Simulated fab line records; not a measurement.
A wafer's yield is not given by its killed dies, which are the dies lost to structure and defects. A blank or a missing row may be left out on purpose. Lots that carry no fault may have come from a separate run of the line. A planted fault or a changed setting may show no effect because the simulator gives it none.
A lot that was struck, set against a sound lot | flow n5 finfet | 26 steps out of a route of 1938
Sound: wafers L830.1, L830.4, L830.5. Struck: wafers L840.2, L840.4, L840.6. At the end, the cause is stated.
Each step with rows lists, per side, the tool, then ch with its chambers, then its first start. Under that, the readings that differ: sound wafers | struck wafers | difference of the means | sigmas: that difference in standard deviations of wafers without a fault.
alike: same words and numbers on both sides, and readings whose means sit less than 2 such deviations apart. not compared: any withheld reading, any reading some wafer has no value for, any bound like >300 that may hide the same value, and any number with overlapping values for which the record gives no deviation.
A row with sigmas, a row that says differs or no value, or rows on one side alone: a step with any of these is where the two part. When numbers do not overlap yet have no deviation, they are printed without sigmas and do not part them. Lack of a reading on every wafer of one side parts them only where that side has two or more wafers.

first, 9 steps without rows for these wafers: N5_MIM_BOT_LITHO_SOFTBAKE_03 (time 90 s); N5_MIM_BOT_LITHO_EXPOSE_05 (exposes mask MIM BOT); N5_MIM_BOT_LITHO_PEB_06; N5_MIM_BOT_LITHO_DEVELOP_07 (develop time 60 s); N5_MIM_BOT_LITHO_HARDBAKE_09 (time 120 s); N5_MIM_BOT_LITHO_DESCUM_10 (chemistry O2, time 7.9 s); N5_MIM_BOT_ETCH_ETCH_04 (etches SiNx in CF4/O2, target depth 26 nm, time 13 s); N5_MIM_BOT_ETCH_ETCH_03 (etches the open film in Cl2/BCl3, target depth 12 nm); N5_MIM_BOT_ETCH_ETCH_00 (etches TiN in Cl2/BCl3, target depth 45.5 nm).
N5_MIM_BOT_ETCH_STRIP_01: strips in O2.
  sound on rie diel-01 ch 0,2,3, day 14 05:29; struck on rie diel-05 ch 1,3, day 16 20:47
  no value came back on the struck wafers for any of 9 readings (bias power w (W), chamber pressure mTorr (mTorr) and others); on the sound wafers bias power w (W) reads 0 0 0
  not compared: rf hours counter h, model.coat_of_MIM_BOT_LITHO_COAT_02.thk nm
then, 13 steps without rows for these wafers: N5_MIM_BOT_ETCH_STRIP_02 (strips in post etch residue remover, time 1200 s); N5_MIM_BOT_ETCH_CLEAN_05 (cleans in IPA, time 180 s); N5_MIM_BOT_ETCH_SRD_06 (time 30 s); N5_PASSIVATION_PECVD_55 (deposits SiO2 from SiH4/N2O, target thk 400 nm, time 22.5 s); N5_PASSIVATION_PECVD_01 (deposits SiNx from SiH4/NH3/N2, target thk 200 nm, time 43.2 s); N5_PASSIVATION_HMDS_03 (time 60 s); N5_PASSIVATION_COAT_04; N5_PASSIVATION_EBR_06; N5_PASSIVATION_SOFTBAKE_05 (time 90 s); N5_PASSIVATION_EXPOSE_07 (exposes mask TV, defocus 0 nm, target cd 3000 nm); N5_PASSIVATION_PEB_08; N5_PASSIVATION_DEVELOP_09 (develop time 60 s); N5_PASSIVATION_HARDBAKE_11 (time 120 s).
N5_PASSIVATION_INSPECT_61: inspects for defects (macro).
  sound: defect inspect-01 at day 14 06:46; struck: defect inspect-02 at day 17 00:34
  reading          | sound | struck   | difference | sigmas
  raw defect count | 2 3 3 | 66 61 52 | +57        | +44
then, 1 step without rows for these wafers: N5_PASSIVATION_DESCUM_12 (chemistry O2, time 7.9 s).
N5_PASSIVATION_PROBE_49:
  only the struck wafers here have rows in the record (prober-01, day 17 07:07); the sound ones have none

== WHERE THEY PART ==
First at N5_MIM_BOT_ETCH_STRIP_01; last, within this record, at N5_PASSIVATION_PROBE_49.

WHY: what had been put in by the simulator
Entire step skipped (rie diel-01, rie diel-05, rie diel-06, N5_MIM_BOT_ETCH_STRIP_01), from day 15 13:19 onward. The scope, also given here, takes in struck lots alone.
